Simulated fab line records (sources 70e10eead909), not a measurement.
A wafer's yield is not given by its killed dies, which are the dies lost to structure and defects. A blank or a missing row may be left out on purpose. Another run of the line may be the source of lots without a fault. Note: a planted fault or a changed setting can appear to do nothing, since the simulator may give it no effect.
Matching of chambers ; flow nand harc ; NHARC_A_STAIRCASE_DEP_156 on pecvd-01 has 3 sister chambers
The step deposits SiNx, target thk 50 nm. 6 wafers are shown with their chamber, then 12 later ones without.

## WAFERS PAIRED WITH THEIR CHAMBERS
wafer;chamber;heater power w (W)
L084.6;0;770
L092.1;1;692
L092.4;1;669
L090.2;2;800
L090.4;0;753
L090.5;2;794

## WAFERS WHOSE CHAMBER IS MISSING
wafer;heater power w (W)
L091.3;784
L091.4;763
L091.5;782
L093.1;640
L093.2;654
L093.5;755
L094.1;742
L094.2;815
L094.3;753
L097.1;733
L097.5;664
L097.6;718

## WHICH CHAMBER EACH WENT THROUGH
wafer;from the rows above;in truth
L091.3;can't be placed: 2 or 0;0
L091.4;0;0
L091.5;can't be placed: 2 or 0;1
L093.1;1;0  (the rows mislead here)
L093.2;1;1
L093.5;0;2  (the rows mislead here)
L094.1;0;0
L094.2;2;2
L094.3;0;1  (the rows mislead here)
L097.1;0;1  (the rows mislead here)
L097.5;1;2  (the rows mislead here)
L097.6;can't be placed: 1 or 0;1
Placed correctly: 4 of 12. Not placeable from these rows: 3 (in 2, the candidates include the true chamber). Placed wrongly: 5.
How it was worked out, from the rows above alone: a wafer's distance from a chamber is the root of the sum, over the readings, of the square of ((its reading less the chamber's mean) divided by the reading's scatter). If the next closest chamber is less than 2 further off than the closest, the wafer can't be placed; otherwise it belongs to the closest. Each chamber's mean is taken over the wafers shown for it. The scatter: take each reading less its chamber's mean, square it, sum over the shown wafers, divide by the number of wafers less the number of chambers, and take the root.
